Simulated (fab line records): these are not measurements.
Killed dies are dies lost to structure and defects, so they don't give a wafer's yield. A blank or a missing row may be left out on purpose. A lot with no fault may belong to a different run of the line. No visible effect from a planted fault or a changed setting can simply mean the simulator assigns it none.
A sampling plan put to the test / flow nandHarc / one line in one fab, 29 faults in these records, each fault weighed on the records of the lots it struck
What counts as the plan is the set of the line's own looks, namely the steps on the route at which a gauge or an inspection reads a wafer and does not change it. A look is open to judgement when struck wafers have a number at it and the file gives its usual mean and standard deviation on fault-free wafers. Caught: the struck wafers' mean, at a look after the fault's first step, is 4 or more of those standard deviations (sigma) away from the usual mean. On the tool: the same test on the tool's own readings at the fault's steps. Another recipe on the struck wafers, or a record that is blank for them alone, also counts as caught.

== THE FAULTS, as the simulator had put them in ==
1. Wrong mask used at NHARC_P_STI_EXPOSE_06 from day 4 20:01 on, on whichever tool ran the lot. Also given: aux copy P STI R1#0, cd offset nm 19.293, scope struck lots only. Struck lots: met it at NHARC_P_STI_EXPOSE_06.
2. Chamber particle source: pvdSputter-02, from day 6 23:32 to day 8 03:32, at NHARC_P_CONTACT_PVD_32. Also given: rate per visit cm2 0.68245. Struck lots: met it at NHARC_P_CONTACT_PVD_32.
3. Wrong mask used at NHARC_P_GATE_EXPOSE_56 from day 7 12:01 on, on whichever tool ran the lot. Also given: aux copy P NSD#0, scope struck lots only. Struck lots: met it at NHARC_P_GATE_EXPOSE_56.
4. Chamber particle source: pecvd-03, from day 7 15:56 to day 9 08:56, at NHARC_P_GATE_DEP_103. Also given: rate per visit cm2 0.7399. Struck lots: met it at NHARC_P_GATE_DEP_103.
5. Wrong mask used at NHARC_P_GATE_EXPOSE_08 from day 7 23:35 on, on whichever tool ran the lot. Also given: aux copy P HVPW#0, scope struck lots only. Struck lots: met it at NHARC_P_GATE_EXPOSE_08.
6. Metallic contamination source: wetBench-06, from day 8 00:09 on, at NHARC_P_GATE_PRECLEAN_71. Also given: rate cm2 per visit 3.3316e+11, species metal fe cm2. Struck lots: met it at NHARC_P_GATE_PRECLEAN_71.
7. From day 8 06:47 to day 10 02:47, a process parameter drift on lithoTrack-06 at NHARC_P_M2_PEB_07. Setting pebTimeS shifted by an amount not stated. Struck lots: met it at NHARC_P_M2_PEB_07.
8. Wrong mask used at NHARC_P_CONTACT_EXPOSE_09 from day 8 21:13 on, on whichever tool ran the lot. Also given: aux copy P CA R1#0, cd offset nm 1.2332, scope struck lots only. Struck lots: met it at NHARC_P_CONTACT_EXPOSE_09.
9. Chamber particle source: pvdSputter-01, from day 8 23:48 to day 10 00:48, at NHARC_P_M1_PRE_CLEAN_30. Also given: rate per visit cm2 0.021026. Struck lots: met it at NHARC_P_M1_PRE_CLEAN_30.
10. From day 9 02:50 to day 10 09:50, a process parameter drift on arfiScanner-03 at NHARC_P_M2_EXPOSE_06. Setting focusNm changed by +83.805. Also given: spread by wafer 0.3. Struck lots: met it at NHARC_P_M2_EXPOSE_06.
11. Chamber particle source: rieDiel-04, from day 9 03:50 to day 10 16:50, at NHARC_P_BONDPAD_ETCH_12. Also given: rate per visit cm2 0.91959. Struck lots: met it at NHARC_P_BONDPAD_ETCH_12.
12. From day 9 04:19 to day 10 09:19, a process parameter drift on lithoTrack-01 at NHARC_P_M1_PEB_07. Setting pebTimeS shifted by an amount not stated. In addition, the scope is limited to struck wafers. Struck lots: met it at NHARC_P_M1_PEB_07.
13. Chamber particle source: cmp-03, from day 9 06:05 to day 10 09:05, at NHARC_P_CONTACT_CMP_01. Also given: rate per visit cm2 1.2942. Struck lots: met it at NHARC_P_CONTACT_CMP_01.
14. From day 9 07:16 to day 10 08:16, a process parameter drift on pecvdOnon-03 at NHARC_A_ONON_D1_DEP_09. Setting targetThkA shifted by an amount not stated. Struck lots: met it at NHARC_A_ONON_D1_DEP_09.
15. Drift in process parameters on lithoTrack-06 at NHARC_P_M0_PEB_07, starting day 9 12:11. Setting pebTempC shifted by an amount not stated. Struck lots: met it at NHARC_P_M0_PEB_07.
16. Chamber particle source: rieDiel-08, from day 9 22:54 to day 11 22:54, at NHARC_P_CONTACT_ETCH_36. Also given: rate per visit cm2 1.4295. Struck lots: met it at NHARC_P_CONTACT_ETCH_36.
17. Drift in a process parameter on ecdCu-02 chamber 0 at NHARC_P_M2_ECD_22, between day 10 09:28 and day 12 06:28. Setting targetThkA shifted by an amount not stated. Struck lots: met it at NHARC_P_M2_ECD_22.
18. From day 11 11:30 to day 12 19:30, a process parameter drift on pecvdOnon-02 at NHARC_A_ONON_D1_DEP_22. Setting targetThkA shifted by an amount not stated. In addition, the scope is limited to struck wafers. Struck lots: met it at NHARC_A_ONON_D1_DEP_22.
19. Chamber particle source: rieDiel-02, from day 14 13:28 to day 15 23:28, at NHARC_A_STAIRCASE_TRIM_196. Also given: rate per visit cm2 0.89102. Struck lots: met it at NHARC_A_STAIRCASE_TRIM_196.
20. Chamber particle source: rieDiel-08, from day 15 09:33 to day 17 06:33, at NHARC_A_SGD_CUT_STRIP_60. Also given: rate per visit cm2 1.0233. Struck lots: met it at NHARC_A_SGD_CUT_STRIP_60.
21. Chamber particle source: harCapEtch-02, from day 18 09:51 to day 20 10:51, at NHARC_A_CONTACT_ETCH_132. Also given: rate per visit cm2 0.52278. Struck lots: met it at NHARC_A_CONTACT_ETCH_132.
22. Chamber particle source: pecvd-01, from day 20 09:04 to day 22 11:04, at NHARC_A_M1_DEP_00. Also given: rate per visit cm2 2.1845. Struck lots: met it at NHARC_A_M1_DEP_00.
23. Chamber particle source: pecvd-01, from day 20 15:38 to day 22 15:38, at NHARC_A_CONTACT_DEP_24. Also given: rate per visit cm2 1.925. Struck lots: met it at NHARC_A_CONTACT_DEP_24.
24. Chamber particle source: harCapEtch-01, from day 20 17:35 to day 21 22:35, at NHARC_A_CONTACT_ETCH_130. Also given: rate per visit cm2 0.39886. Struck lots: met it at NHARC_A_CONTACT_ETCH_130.
25. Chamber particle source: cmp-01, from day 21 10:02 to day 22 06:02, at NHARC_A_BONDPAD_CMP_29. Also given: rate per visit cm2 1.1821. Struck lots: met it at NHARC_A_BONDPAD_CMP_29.
26. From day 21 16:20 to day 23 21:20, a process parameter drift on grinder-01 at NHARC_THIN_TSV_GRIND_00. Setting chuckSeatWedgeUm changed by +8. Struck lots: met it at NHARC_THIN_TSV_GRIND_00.
27. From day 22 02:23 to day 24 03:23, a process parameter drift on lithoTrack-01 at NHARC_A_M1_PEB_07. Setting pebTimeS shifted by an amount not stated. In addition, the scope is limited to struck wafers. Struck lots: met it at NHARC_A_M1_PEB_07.
28. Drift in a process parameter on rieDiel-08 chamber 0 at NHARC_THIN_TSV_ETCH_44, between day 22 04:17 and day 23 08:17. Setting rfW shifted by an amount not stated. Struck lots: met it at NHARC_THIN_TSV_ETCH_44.
29. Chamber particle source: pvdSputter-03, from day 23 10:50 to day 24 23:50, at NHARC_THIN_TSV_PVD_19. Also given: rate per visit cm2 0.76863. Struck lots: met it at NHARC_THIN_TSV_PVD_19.

== WHAT THE PLAN SAW ==
fault=1; on the tool itself=no reading that can be judged; first look that catches it=NHARC_P_STI_CD_MEAS_09; reading, sigma=cdNm +7.3; median hours from its first step to that look=0.2; hours from the fault's start to the first struck lot there=5; judged looks passed uncaught=0
fault=2; on the tool itself=under 2 sigma; first look that catches it=NHARC_END_SORT_01; reading, sigma=killedAtPeriphery +31; median hours from its first step to that look=331.5; hours from the fault's start to the first struck lot there=329; judged looks passed uncaught=1
fault=3; on the tool itself=no reading that can be judged; first look that catches it=no look after it can be judged; reading, sigma=-; median hours from its first step to that look=-; hours from the fault's start to the first struck lot there=-; judged looks passed uncaught=0
fault=4; on the tool itself=under 2 sigma; first look that catches it=NHARC_P_GATE_INSPECT_28; reading, sigma=rawDefectCount +99 or beyond; median hours from its first step to that look=0.7; hours from the fault's start to the first struck lot there=7; judged looks passed uncaught=0
fault=5; on the tool itself=under 2 sigma; first look that catches it=no look after it can be judged; reading, sigma=-; median hours from its first step to that look=-; hours from the fault's start to the first struck lot there=-; judged looks passed uncaught=0
fault=6; on the tool itself=under 2 sigma; first look that catches it=NHARC_END_WLT_00; reading, sigma=VT_DECK1_TOP_INNER +4.1; median hours from its first step to that look=368.2; hours from the fault's start to the first struck lot there=383; judged looks passed uncaught=0
fault=7; on the tool itself=heaterPowerTotalW +17 sigma; first look that catches it=NHARC_P_M2_CD_MEAS_09; reading, sigma=cdNm -4.2; median hours from its first step to that look=0.1; hours from the fault's start to the first struck lot there=5; judged looks passed uncaught=0
fault=8; on the tool itself=under 2 sigma; first look that catches it=none of the 4 looks that can be judged after it; reading, sigma=strongest: cdNm at NHARC_P_CONTACT_CD_MEAS_12, +2.6; median hours from its first step to that look=-; hours from the fault's start to the first struck lot there=-; judged looks passed uncaught=4
fault=9; on the tool itself=under 2 sigma; first look that catches it=NHARC_END_SORT_01; reading, sigma=killedAtPeriphery +5.5; median hours from its first step to that look=327.2; hours from the fault's start to the first struck lot there=325; judged looks passed uncaught=0
fault=10; on the tool itself=exposureDoseMJCm2 -27 sigma; first look that catches it=NHARC_P_M2_CD_MEAS_09; reading, sigma=cdNm +7.2; median hours from its first step to that look=0.1; hours from the fault's start to the first struck lot there=27; judged looks passed uncaught=0
fault=11; on the tool itself=under 2 sigma; first look that catches it=NHARC_END_SORT_01; reading, sigma=killedAtPeriphery +34; median hours from its first step to that look=318.4; hours from the fault's start to the first struck lot there=321; judged looks passed uncaught=1
fault=12; on the tool itself=heaterPowerTotalW +99 or beyond sigma; first look that catches it=NHARC_P_M1_CD_MEAS_09; reading, sigma=cdNm -28; median hours from its first step to that look=0.1; hours from the fault's start to the first struck lot there=0; judged looks passed uncaught=0
fault=13; on the tool itself=under 2 sigma; first look that catches it=NHARC_P_CONTACT_INSPECT_14; reading, sigma=rawDefectCount +99 or beyond; median hours from its first step to that look=0.9; hours from the fault's start to the first struck lot there=9; judged looks passed uncaught=0
fault=14; on the tool itself=under 2 sigma; first look that catches it=NHARC_A_ONON_D1_THK_MEAS_11; reading, sigma=thkNm -32; median hours from its first step to that look=0.5; hours from the fault's start to the first struck lot there=4; judged looks passed uncaught=0
fault=15; on the tool itself=plateTempC +99 or beyond sigma; first look that catches it=NHARC_P_M0_CD_MEAS_09; reading, sigma=cdNm +52; median hours from its first step to that look=0.1; hours from the fault's start to the first struck lot there=9; judged looks passed uncaught=0
fault=16; on the tool itself=under 2 sigma; first look that catches it=NHARC_END_SORT_01; reading, sigma=killedAtPeriphery +42; median hours from its first step to that look=332.7; hours from the fault's start to the first struck lot there=334; judged looks passed uncaught=1
fault=17; on the tool itself=no reading that can be judged; first look that catches it=no look after it can be judged; reading, sigma=-; median hours from its first step to that look=-; hours from the fault's start to the first struck lot there=-; judged looks passed uncaught=0
fault=18; on the tool itself=under 2 sigma; first look that catches it=NHARC_A_ONON_D1_THK_MEAS_24; reading, sigma=thkNm +13; median hours from its first step to that look=0.4; hours from the fault's start to the first struck lot there=1; judged looks passed uncaught=0
fault=19; on the tool itself=under 2 sigma; first look that catches it=NHARC_END_SORT_01; reading, sigma=killedAtArray +6.2; median hours from its first step to that look=201.5; hours from the fault's start to the first struck lot there=205; judged looks passed uncaught=1
fault=20; on the tool itself=no reading that can be judged; first look that catches it=NHARC_END_SORT_01; reading, sigma=killedAtArray +6.6; median hours from its first step to that look=133.5; hours from the fault's start to the first struck lot there=156; judged looks passed uncaught=1
fault=21; on the tool itself=no reading that can be judged; first look that catches it=NHARC_END_SORT_01; reading, sigma=killedDies +6.1; median hours from its first step to that look=67.6; hours from the fault's start to the first struck lot there=84; judged looks passed uncaught=1
fault=22; on the tool itself=under 2 sigma; first look that catches it=NHARC_A_M1_INSPECT_11; reading, sigma=rawDefectCount +91; median hours from its first step to that look=1.0; hours from the fault's start to the first struck lot there=13; judged looks passed uncaught=0
fault=23; on the tool itself=under 2 sigma; first look that catches it=NHARC_END_SORT_01; reading, sigma=killedAtArray +9.4; median hours from its first step to that look=83.4; hours from the fault's start to the first struck lot there=85; judged looks passed uncaught=1
fault=24; on the tool itself=no reading that can be judged; first look that catches it=NHARC_END_SORT_01; reading, sigma=killedAtArray +6.3; median hours from its first step to that look=62.5; hours from the fault's start to the first struck lot there=65; judged looks passed uncaught=1
fault=25; on the tool itself=under 2 sigma; first look that catches it=NHARC_END_SORT_01; reading, sigma=defectLimitedYield -39; median hours from its first step to that look=36.2; hours from the fault's start to the first struck lot there=41; judged looks passed uncaught=0
fault=26; on the tool itself=under 2 sigma; first look that catches it=NHARC_THIN_TSV_THK_MEAS_02; reading, sigma=thkNm -13; median hours from its first step to that look=1.5; hours from the fault's start to the first struck lot there=1; judged looks passed uncaught=0
fault=27; on the tool itself=heaterPowerTotalW +99 or beyond sigma; first look that catches it=NHARC_A_M1_CD_MEAS_09; reading, sigma=cdNm -99 or beyond; median hours from its first step to that look=0.1; hours from the fault's start to the first struck lot there=2; judged looks passed uncaught=0
fault=28; on the tool itself=rfFwdPowerW -99 or beyond sigma; first look that catches it=not the one look that can be judged after it; reading, sigma=strongest: cdNm at NHARC_THIN_TSV_CD_MEAS_16, +2.8; median hours from its first step to that look=-; hours from the fault's start to the first struck lot there=-; judged looks passed uncaught=1
fault=29; on the tool itself=under 2 sigma; first look that catches it=NHARC_END_SORT_01; reading, sigma=killedAtOther +73; median hours from its first step to that look=15.0; hours from the fault's start to the first struck lot there=18; judged looks passed uncaught=1
A dash: this means the fault isn't caught or the number doesn't appear in these records.

Caught at a look: 24 of 29. Caught on the tool: 6 of 29. By one or the other: 25 of 29.
Caught on the tool alone: fault 28.
Caught at a look alone: faults 1, 2, 4, 6, 9, 11, 13, 14, 16, 18, 19, 20, 21, 22, 23, 24, 25, 26, 29.
Caught by neither: faults 3, 5, 8, 17.

== THINNER SAMPLING ==
If the look that catches a fault measured only every second or every third lot, by lot number, the first struck lot would be measured this late in the worst case:
fault=1; struck lots at that look, in order of time=L902; every lot=5 h; every second lot=may miss it; every third lot=may miss it
fault=2; struck lots at that look, in order of time=L591, L593; every lot=329 h; every second lot=may miss all 2; every third lot=may miss all 2
fault=4; struck lots at that look, in order of time=L942, L944; every lot=7 h; every second lot=may miss all 2; every third lot=may miss all 2
fault=6; struck lots at that look, in order of time=L912; every lot=383 h; every second lot=may miss it; every third lot=may miss it
fault=7; struck lots at that look, in order of time=L400, L401; every lot=5 h; every second lot=14 h; every third lot=may miss all 2
fault=9; struck lots at that look, in order of time=L684, L686, L685; every lot=325 h; every second lot=339 h; every third lot=339 h
fault=10; struck lots at that look, in order of time=L710; every lot=27 h; every second lot=may miss it; every third lot=may miss it
fault=11; struck lots at that look, in order of time=L948, L950, L949; every lot=321 h; every second lot=335 h; every third lot=335 h
fault=12; struck lots at that look, in order of time=L158, L156; every lot=0 h; every second lot=may miss all 2; every third lot=may miss all 2
fault=13; struck lots at that look, in order of time=L268, L269, L267; every lot=9 h; every second lot=12 h; every third lot=16 h
fault=14; struck lots at that look, in order of time=L163, L165; every lot=4 h; every second lot=may miss all 2; every third lot=may miss all 2
fault=15; struck lots at that look, in order of time=L876, L877; every lot=9 h; every second lot=13 h; every third lot=may miss all 2
fault=16; struck lots at that look, in order of time=L996, L995; every lot=334 h; every second lot=339 h; every third lot=may miss all 2
fault=18; struck lots at that look, in order of time=L572; every lot=1 h; every second lot=may miss it; every third lot=may miss it
fault=19; struck lots at that look, in order of time=L878, L880; every lot=205 h; every second lot=may miss all 2; every third lot=may miss all 2
fault=20; struck lots at that look, in order of time=L922, L924; every lot=156 h; every second lot=may miss all 2; every third lot=may miss all 2
fault=21; struck lots at that look, in order of time=L597, L602; every lot=84 h; every second lot=106 h; every third lot=may miss all 2
fault=22; struck lots at that look, in order of time=L373, L374; every lot=13 h; every second lot=15 h; every third lot=may miss all 2
fault=23; struck lots at that look, in order of time=L236, L237, L238; every lot=85 h; every second lot=101 h; every third lot=101 h
fault=24; struck lots at that look, in order of time=L592, L598; every lot=65 h; every second lot=may miss all 2; every third lot=may miss all 2
fault=25; struck lots at that look, in order of time=L619, L624; every lot=41 h; every second lot=41 h; every third lot=may miss all 2
fault=26; struck lots at that look, in order of time=L722, L725, L724, L726; every lot=1 h; every second lot=3 h; every third lot=24 h
fault=27; struck lots at that look, in order of time=L943, L948; every lot=2 h; every second lot=32 h; every third lot=may miss all 2
fault=29; struck lots at that look, in order of time=L869, L870, L871; every lot=18 h; every second lot=34 h; every third lot=34 h
Hours count from the start of the fault until the first struck lot that is measured. The test against the limit of 4 sigma pooled every struck wafer, which means one lot taken alone may stay below that limit. Other struck lots may not be in these records.

== THE LONGEST TIMED WAY FROM STEP TO LOOK ==
Fault 6: median gap of 368.2 hours between NHARC_P_GATE_PRECLEAN_71 and NHARC_END_WLT_00. No look between them can be judged.
